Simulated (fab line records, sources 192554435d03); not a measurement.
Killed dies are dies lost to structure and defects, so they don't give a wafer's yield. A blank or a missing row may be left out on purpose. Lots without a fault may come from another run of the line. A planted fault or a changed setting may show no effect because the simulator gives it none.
A struck lot beside a sound one | flow n5_finfet | 16 steps out of a route of 1938
Sound: wafers L196.1, L196.4, L196.6. Struck: wafers L203.2, L203.4, L203.6. The cause comes at the end.
At each step with rows: each side's tool, then ch and its chambers, then its first start. Under that, the readings that differ: sound wafers | struck wafers | difference of the means | sigmas: that difference in standard deviations of wafers without a fault.
alike: readings whose means differ by less than 2 such deviations, and words and numbers that are the same on both sides. not compared: withheld readings, readings that some wafer has no value for, bounds like >300 that may hide the same value, and numbers for which the record gives no deviation and whose values overlap.
The two part at a step that has a row with sigmas, a row that says differs or no value, or rows on one side only. Numbers that don't overlap but have no deviation are shown without sigmas and don't part them. A reading that every wafer of one side lacks parts them only if that side has two wafers or more.

first, 3 steps without rows for these wafers: N5_FIN_SAQP_STRIP_55 (strips in N2/H2); N5_FIN_SAQP_STRIP_23 (strips in SPM, time 750 s); N5_FIN_SAQP_SRD_66 (time 30 s).
N5_FIN_SAQP_RECESS_75: chemistry HF/NH3, target SiO2, target depth 14.4 nm, afs cycles 3, sublimation time 60 s.
  sound on vapor_etch-02 ch 0,1, day 3 23:04; struck on vapor_etch-01 ch 0,1, day 5 18:02
  alike: drypump_motor_current_A, foreline_p_Torr, sublimation_temp_c
then, 1 step without rows for these wafers: N5_FIN_SAQP_SPACER1_ALD_24 (deposits SiO2, target thk 20.3 nm, pulse time 1 s, purge time 2 s).
N5_FIN_SAQP_SPACER1_ETCHBACK_25: etches SiO2 in CHF3/O2, target depth 24.4 nm, time 12.2 s.
  sound on rie_diel-01 ch 0,2, day 4 00:10; struck on rie_diel-04 ch 0,2, day 5 19:08
  alike: drypump_motor_current_A, oes_o_777_au, oes_product_au, rf_fwd_power_W, rf_vpp_V, showerhead_plenum_p_Torr, throttle_valve_pct
  not compared: rf_hours_counter_h
N5_FIN_SAQP_MANDREL1_REMOVE_56: chemistry HBr/Cl2/O2, target a-Si, stops on SiNx, bt time 10 s.
  sound on rie_si-06 ch 0,2,3, day 4 00:16; struck on rie_si-01 ch 0,1, day 5 19:16
  alike: drypump_motor_current_A, oes_o_777_au, oes_product_au, rf_fwd_power_W, throttle_valve_pct
  not compared: rf_hours_counter_h
N5_FIN_SAQP_CD_MEAS_27: target cd 20 nm.
  sound on cd_sem-02 ch 0, day 4 00:22; struck on cd_sem-03 ch 0, day 5 19:23
  alike: cd_nm
N5_FIN_SAQP_ETCH_57: etches SiNx in CH3F/O2, target depth 32.5 nm, time 46.4 s.
  sound on rie_diel-04 ch 0,1,2, day 4 00:25; struck on rie_diel-05 ch 1,2, day 5 19:28
  alike: drypump_motor_current_A, etch_rf_on_time_s, oes_o_777_au, oes_product_au, rf_fwd_power_W, rf_vpp_V, showerhead_plenum_p_Torr, throttle_valve_pct
  not compared: rf_hours_counter_h
N5_FIN_SAQP_ETCH_65: etches SiO2 in CF4, target depth 4 nm, time 4.4 s.
  sound on rie_si-05 ch 1,3, day 4 00:32; struck on rie_si-05 ch 0,2,3, day 5 19:35
  alike: drypump_motor_current_A, oes_product_au, rf_fwd_power_W, throttle_valve_pct
  not compared: rf_hours_counter_h
then, 2 steps without rows for these wafers: N5_FIN_SAQP_MANDREL_ETCH_58 (etches a-Si in HBr/Cl2, stops on SiNx, target depth 45 nm, bt time 10 s, time 27 s); N5_FIN_SAQP_RECESS_63 (chemistry HF/NH3, target SiO2, target depth 18 nm, afs cycles 3, sublimation time 60 s).
N5_FIN_SAQP_COAT_68: time 60 s, resist thk 100 nm.
  sound on litho_track-01 ch 0, day 4 01:01; struck on litho_track-01 ch 0, day 5 20:05
  reading                  | sound                | struck               | difference | sigmas
  heater_power_total_W (W) | 501.5 501.8 502.3    | 492.7 492.0 490.3    | -10.2      | -6
  plate_temp_C (C)         | 249.88 249.71 250.02 | 246.19 246.20 246.41 | -3.60      | -21
then, 1 step without rows for these wafers: N5_FIN_SAQP_ETCH_69 (etches SOC in N2/H2, stops on SiNx, target depth 150 nm).
-- the record jumps here: 7 days lie between the struck wafers' starts before and after (it left off in module FIN_SAQP and takes up again in module BEOL_M4, whose first step shown is number 1111 of the route) --
N5_BEOL_M4_RC_MEAS_101:
  sound on prober-01 ch 0, day 10 23:13; struck on prober-02 ch 0, day 12 17:53
  alike: DIBL_N, DIBL_P, IOFF_N, IOFF_P, ION_N, ION_P, SS_N, SS_P, VT_N, VT_P
N5_PASSIVATION_PROBE_49:
  the record has rows for the sound wafers here (prober-02, day 15 12:31) and none for the struck ones

WHERE THEY PART
First at N5_FIN_SAQP_COAT_68; last, within this record, at N5_PASSIVATION_PROBE_49.

WHY: what the simulator had put in
Process parameter drift: litho_track-01, from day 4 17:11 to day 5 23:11, at N5_FIN_SAQP_COAT_68. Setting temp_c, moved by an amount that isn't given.
